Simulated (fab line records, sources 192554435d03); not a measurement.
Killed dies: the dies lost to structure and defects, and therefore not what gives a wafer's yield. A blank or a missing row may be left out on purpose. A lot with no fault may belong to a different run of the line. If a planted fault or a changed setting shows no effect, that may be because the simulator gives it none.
Struck lot and sound lot, side by side | flow n5_finfet | 41 out of 1938 route steps
Sound: these wafers, L611.1, L611.2, L611.4. The struck wafers were L606.4, L606.5, L606.6. The cause comes at the end.
Per side, at each step with rows, come the tool, then ch with its chambers, and then its first start. Under that, the readings that differ: sound wafers | struck wafers | difference of the means | sigmas: that difference in standard deviations of wafers without a fault.
alike: a reading whose means differ by less than 2 such deviations, as well as words and numbers matching on both sides. not compared: withheld readings; readings where some wafer has no value; bounds like >300 that might hide an equal value; numbers whose values overlap and for which the record gives no deviation.
Wherever a step has rows on one side only, a row that says differs or no value, or a row with sigmas, the two part there. When numbers do not overlap yet have no deviation, they are printed without sigmas and do not part them. A reading that every wafer of one side lacks parts them only if that side has two wafers or more.

first, 9 steps without rows for these wafers: N5_BEOL_M4_ANNEAL_95 (time 240 s); N5_BEOL_M4_SPUTTER_96 (material Cu, target thk 4.5 nm, time 8.29 s); N5_BEOL_M4_ECD_50 (material Cu, target thk 300 nm); N5_BEOL_M4_ANNEAL_51 (time 90 s); N5_BEOL_M4_CMP_52 (polishes, stops on SiOC, t overpolish 6.8 s, target thk 40 nm); N5_BEOL_M4_PRE_CLEAN_60 (time 15 s); N5_BEOL_M4_CO_CAP_55 (material Co, precursor CCTBA/H2, target thk 2 nm, time 102.1 s); N5_BEOL_M4_PRE_CLEAN_56 (time 15 s); N5_BEOL_M4_DEP_57 (deposits SiCN from 3MS/NH3, target thk 8 nm, time 14 s).
N5_BEOL_M4_RC_MEAS_101:
  sound on prober-01 ch 0, day 12 20:59; struck on prober-01 ch 0, day 11 07:29
  alike: DIBL_N, DIBL_P, IOFF_N, IOFF_P, ION_N, ION_P, SS_N, SS_P, VT_N, VT_P
then, 24 steps without rows for these wafers: N5_BEOL_M5_ILD_DEP_00 (deposits SiCOH lowk from DEMS/porogen, target thk 140.64 nm, time 25.9 s); N5_BEOL_M5_CURE_79 (cures SiCOH lowk, time 240 s); N5_BEOL_M5_PECVD_70 (deposits SiO2 from TEOS/O2, target thk 16 nm, time 18 s); N5_BEOL_M5_HM_DEP_02 (deposits TiN, target thk 20 nm); N5_BEOL_M5_COAT_59 (time 60 s, resist thk 60 nm); N5_BEOL_M5_COAT_60 (time 60 s, resist thk 12 nm); N5_BEOL_M5_COAT_71 (time 60 s, resist thk 5 nm); N5_BEOL_M5_COAT_05 (resist thk 30 nm); N5_BEOL_M5_EBR_07; N5_BEOL_M5_SOFTBAKE_06 (time 60 s); N5_BEOL_M5_EXPOSE_08 (exposes mask M5, target cd 28 nm); N5_BEOL_M5_PEB_09 (peb time 60 s); N5_BEOL_M5_DEVELOP_10 (develop time 30 s); N5_BEOL_M5_DESCUM_16 (chemistry O2, time 7 s); N5_BEOL_M5_ETCH_72 (etches underlayer in N2/H2, target depth 6.5 nm, time 5.2 s); N5_BEOL_M5_ETCH_61 (etches SiARC in CF4, target depth 15.6 nm, time 26 s); N5_BEOL_M5_ETCH_62 (etches SOC in N2/H2, target depth 75 nm, overetch 15 nm, time 112.5 s); N5_BEOL_M5_STRIP_63 (strips in N2/H2); N5_BEOL_M5_STRIP_73 (strips in N2/H2); N5_BEOL_M5_STRIP_64 (strips in CF4); N5_BEOL_M5_HM_OPEN_17 (chemistry Cl2/BCl3, target TiN, target depth 20 nm, overetch 6 nm); N5_BEOL_M5_STRIP_19 (strips in O2); N5_BEOL_M5_COAT_65 (time 60 s, resist thk 60 nm); N5_BEOL_M5_COAT_66 (time 60 s, resist thk 12 nm).
-- the record jumps here: 2 days lie between the struck wafers' starts before and after (it left off in module BEOL_M5 and takes up again in module BEOL_M10, whose first step shown is number 1490 of the route) --
N5_BEOL_M10_STRIP_67: strips in CF4.
  sound on rie_diel-02 ch 0,1,2, day 15 03:14; struck on rie_diel-06 ch 0,1, day 13 12:47
  no value came back on the struck wafers for any of 8 readings (bias_power_w (W), cf4_flow_sccm (sccm) and others); on the sound wafers bias_power_w (W) reads 74.57 74.82 75.30
  reading                                     | sound | struck         | difference | sigmas
  model.SiARC_of_BEOL_M10_COAT_60.thk_nm (nm) | 0 0 0 | 23.4 23.4 23.4 | +23.4      |
N5_BEOL_M10_STRIP_19: strips in O2.
  sound on rie_diel-06 ch 0,1,3, day 15 03:23; struck on rie_diel-06 ch 0,1,3, day 13 12:56
  reading                                   | sound | struck       | difference | sigmas
  model.SOC_of_BEOL_M10_COAT_59.thk_nm (nm) | 0 0 0 | 92 92.4 92.4 | +92        |
  alike: chamber_pressure_mTorr, drypump_motor_current_A, oes_product_au, rf_vpp_V, showerhead_plenum_p_Torr, temp_c, throttle_valve_pct
  not compared: rf_hours_counter_h
N5_BEOL_M10_ETCH_66: etches SOC in N2/H2, target depth 120 nm, overetch 24 nm, time 180 s.
  sound on rie_diel-06 ch 0,1, day 15 05:35; struck on rie_diel-06 ch 1,2,3, day 13 15:17
  reading                  | sound           | struck        | difference | sigmas
  model.etch.depth_nm (nm) | 100.3 100.3 100 | 143 142.8 147 | +44        |
  alike: drypump_motor_current_A, oes_product_au, rf_vpp_V, showerhead_plenum_p_Torr, temp_c, throttle_valve_pct
  not compared: rf_hours_counter_h
N5_BEOL_M10_VIA_ETCH_34: etches SiCOH lowk in C4F6/O2, target depth 184.5 nm, time 69.2 s.
  sound on rie_diel-06 ch 0,1, day 15 05:43; struck on rie_diel-06 ch 1,2,3, day 13 15:25
  reading               | sound          | struck         | difference | sigmas
  oes_product_au (a.u.) | 0.82 0.79 0.82 | 0.26 0.25 0.30 | -0.54      | -6
  alike: drypump_motor_current_A, oes_ar_750_au, rf_vpp_V, showerhead_plenum_p_Torr, throttle_valve_pct
  not compared: rf_hours_counter_h
N5_BEOL_M10_ETCH_41: etches SiCN in CH3F/O2, target depth 42.6 nm, time 86 s.
  sound on rie_diel-06 ch 0,1; struck on rie_diel-06 ch 1,2,3
  reading                                     | sound | struck         | difference | sigmas
  model.SiARC_of_BEOL_M10_COAT_60.thk_nm (nm) | 0 0 0 | 11.2 11.2 11.2 | +11.2      |
  alike: drypump_motor_current_A, oes_product_au, rf_vpp_V, showerhead_plenum_p_Torr, throttle_valve_pct
  not compared: rf_hours_counter_h
N5_BEOL_M10_OCD_MEAS_38:
  sound: ocd-02 at day 15 06:00; struck: ocd-02 at day 13 15:42
  reading              | sound             | struck | difference                    | sigmas
  trench_depth_nm (nm) | 150.2 148.5 149.5 | - - -  | no value on the struck wafers |
N5_PASSIVATION_PROBE_49:
  rows exist in the record for the struck wafers here (prober-01, day 15 14:10), but not for the sound ones

== WHERE THEY PART ==
Last at N5_PASSIVATION_PROBE_49 as far as this record goes, first at N5_BEOL_M10_STRIP_67.

WHY: what the simulator had put in
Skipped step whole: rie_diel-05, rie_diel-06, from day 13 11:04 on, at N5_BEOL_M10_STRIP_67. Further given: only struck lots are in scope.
